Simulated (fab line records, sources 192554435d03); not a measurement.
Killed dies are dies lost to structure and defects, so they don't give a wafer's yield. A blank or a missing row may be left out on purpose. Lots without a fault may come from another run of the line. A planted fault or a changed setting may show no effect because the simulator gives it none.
A struck lot beside a sound one | flow n5_finfet | 44 steps out of a route of 1938
Sound: wafers L841.1, L841.2, L841.3. Struck: wafers L834.3, L834.6. The cause comes at the end.
At each step with rows: each side's tool, then ch and its chambers, then its first start. Under that, the readings that differ: sound wafers | struck wafers | difference of the means | sigmas: that difference in standard deviations of wafers without a fault.
alike: readings whose means differ by less than 2 such deviations, and words and numbers that are the same on both sides. not compared: withheld readings, readings that some wafer has no value for, bounds like >300 that may hide the same value, and numbers for which the record gives no deviation and whose values overlap.
The two part at a step that has a row with sigmas, a row that says differs or no value, or rows on one side only. Numbers that don't overlap but have no deviation are shown without sigmas and don't part them. A reading that every wafer of one side lacks parts them only if that side has two wafers or more.

first, 4 steps without rows for these wafers: N5_BEOL_M3_STRIP_36 (strips in N2/H2); N5_BEOL_M3_TRENCH_ETCH_37 (etches SiOC in C4F6/O2, target depth 55.555 nm, time 29.2 s); N5_BEOL_M3_ETCH_41 (etches SiCN in CH3F/O2, target depth 29.9 nm, time 52.5 s); N5_BEOL_M3_STRIP_97 (strips in N2/H2, time 10 s).
N5_BEOL_M3_OCD_MEAS_38:
  sound on ocd-02, day 14 07:32; struck on ocd-01, day 12 14:48
  alike: trench_depth_nm
then, 4 steps without rows for these wafers: N5_BEOL_M3_HM_STRIP_39 (strips TiN in peroxide tin strip, target depth 25 nm, time 158 s); N5_BEOL_M3_SRD_40 (time 30 s); N5_BEOL_M3_PRECLEAN_42 (cleans in residue remover, time 60 s); N5_BEOL_M3_SRD_43 (time 30 s).
N5_BEOL_M3_CD_MEAS_35: target cd 18 nm, target cd y 21 nm.
  sound on cd_sem-03, day 14 07:42; struck on cd_sem-03, day 12 14:58
  reading    | sound             | struck      | difference | sigmas
  cd_nm (nm) | 17.74 18.19 17.46 | 18.46 18.22 | +0.54      | +2
N5_BEOL_M3_DEGAS_44: time 60 s.
  sound on pvd_sputter-01, day 14 08:11; struck on pvd_sputter-01, day 12 15:02
  alike: heater_power_w
then, 1 step without rows for these wafers: N5_BEOL_M3_PRE_CLEAN_45 (time 30 s).
N5_BEOL_M3_ALD_84: deposits TaN, pulse time 2 s, purge time 3 s, co reactant purge time 2 s.
  sound on ald_metal-03 ch 1,2,3, day 14 08:17; struck on ald_metal-04 ch 0,3, day 12 15:08
  reading    | sound    | struck | difference | sigmas
  ald_cycles | 30 30 30 | 34 34  | +4         |
  alike: heater_power_w
  not compared: since_wet_clean_h
then, 4 steps without rows for these wafers: N5_BEOL_M3_SURFACE_TREAT_85; N5_BEOL_M3_CVD_47 (deposits Co from CCTBA/H2, target thk 3 nm, time 223.8 s); N5_BEOL_M3_SPUTTER_48 (material Cu, target thk 4.5 nm, time 8.29 s); N5_BEOL_M3_ANNEAL_49 (time 240 s).
N5_BEOL_M3_SPUTTER_79: material Cu, target thk 4.5 nm, time 8.29 s.
  sound on pvd_sputter-02, day 14 09:01; struck on pvd_sputter-01, day 12 17:25
  alike: throttle_valve_pct
then, 2 steps without rows for these wafers: N5_BEOL_M3_ANNEAL_80 (time 240 s); N5_BEOL_M3_SPUTTER_81 (material Cu, target thk 4.5 nm, time 8.29 s).
N5_BEOL_M3_ANNEAL_82: time 240 s.
  sound on pvd_sputter-02, day 14 09:19; struck on pvd_sputter-01, day 12 17:43
  alike: heater_power_w
then, 5 steps without rows for these wafers: N5_BEOL_M3_SPUTTER_86 (material Cu, target thk 4.5 nm, time 8.29 s); N5_BEOL_M3_ANNEAL_87 (time 240 s); N5_BEOL_M3_SPUTTER_88 (material Cu, target thk 4.5 nm, time 8.29 s); N5_BEOL_M3_ANNEAL_89 (time 240 s); N5_BEOL_M3_SPUTTER_90 (material Cu, target thk 4.5 nm, time 8.29 s).
N5_BEOL_M3_ANNEAL_91: time 240 s.
  sound on pvd_sputter-02, day 14 09:59; struck on pvd_sputter-01, day 12 18:22
  alike: heater_power_w
then, 4 steps without rows for these wafers: N5_BEOL_M3_SPUTTER_92 (material Cu, target thk 4.5 nm, time 8.29 s); N5_BEOL_M3_ANNEAL_93 (time 240 s); N5_BEOL_M3_SPUTTER_94 (material Cu, target thk 4.5 nm, time 8.29 s); N5_BEOL_M3_ANNEAL_95 (time 240 s).
N5_BEOL_M3_SPUTTER_96: material Cu, target thk 4.5 nm, time 8.29 s.
  sound on pvd_sputter-02, day 14 10:34; struck on pvd_sputter-01, day 12 18:57
  alike: throttle_valve_pct
then, 3 steps without rows for these wafers: N5_BEOL_M3_ECD_50 (material Cu, target thk 300 nm); N5_BEOL_M3_ANNEAL_51 (time 90 s); N5_BEOL_M3_CMP_52 (polishes, stops on SiOC, t overpolish 6.8 s, target thk 40 nm).
N5_BEOL_M3_THK_MEAS_53: measures by xrf.
  sound on film_metro-01, day 14 11:21; struck on film_metro-02, day 12 20:01
  alike: M3_THK
then, 4 steps without rows for these wafers: N5_BEOL_M3_PRE_CLEAN_60 (time 15 s); N5_BEOL_M3_CO_CAP_55 (material Co, precursor CCTBA/H2, target thk 2 nm, time 102.1 s); N5_BEOL_M3_PRE_CLEAN_56 (time 15 s); N5_BEOL_M3_DEP_57 (deposits SiCN from 3MS/NH3, target thk 8 nm, time 14 s).
N5_BEOL_M3_RS_MEAS_58: measures by four-point-probe.
  sound on film_metro-01, day 14 11:37; struck on film_metro-02, day 12 20:16
  alike: M3_RS
N5_BEOL_M3_INSPECT_59: inspects for defects (darkfield).
  sound on defect_inspect-02, day 14 11:38; struck on defect_inspect-01, day 12 20:18
  alike: raw_defect_count
N5_BEOL_M4_RC_MEAS_101:
  sound on prober-01 ch 0, day 15 15:08; struck on prober-01 ch 0, day 13 20:49
  alike: CHAIN_V2, CHAIN_V2_max_site, DIBL_N, DIBL_P, IOFF_N, IOFF_P, ION_N, ION_P, SS_N, SS_P, VT_N, VT_P
-- the record jumps here: 4 days lie between the struck wafers' starts before and after (it left off in module BEOL_M4 and takes up again in module PASSIVATION, whose first step shown is number 1936 of the route) --
N5_PASSIVATION_PROBE_49:
  the record has rows for the struck wafers here (prober-01, day 18 01:05) and none for the sound ones

WHERE THEY PART
First at N5_BEOL_M3_CD_MEAS_35; last, within this record, at N5_PASSIVATION_PROBE_49.

WHY: what the simulator had put in
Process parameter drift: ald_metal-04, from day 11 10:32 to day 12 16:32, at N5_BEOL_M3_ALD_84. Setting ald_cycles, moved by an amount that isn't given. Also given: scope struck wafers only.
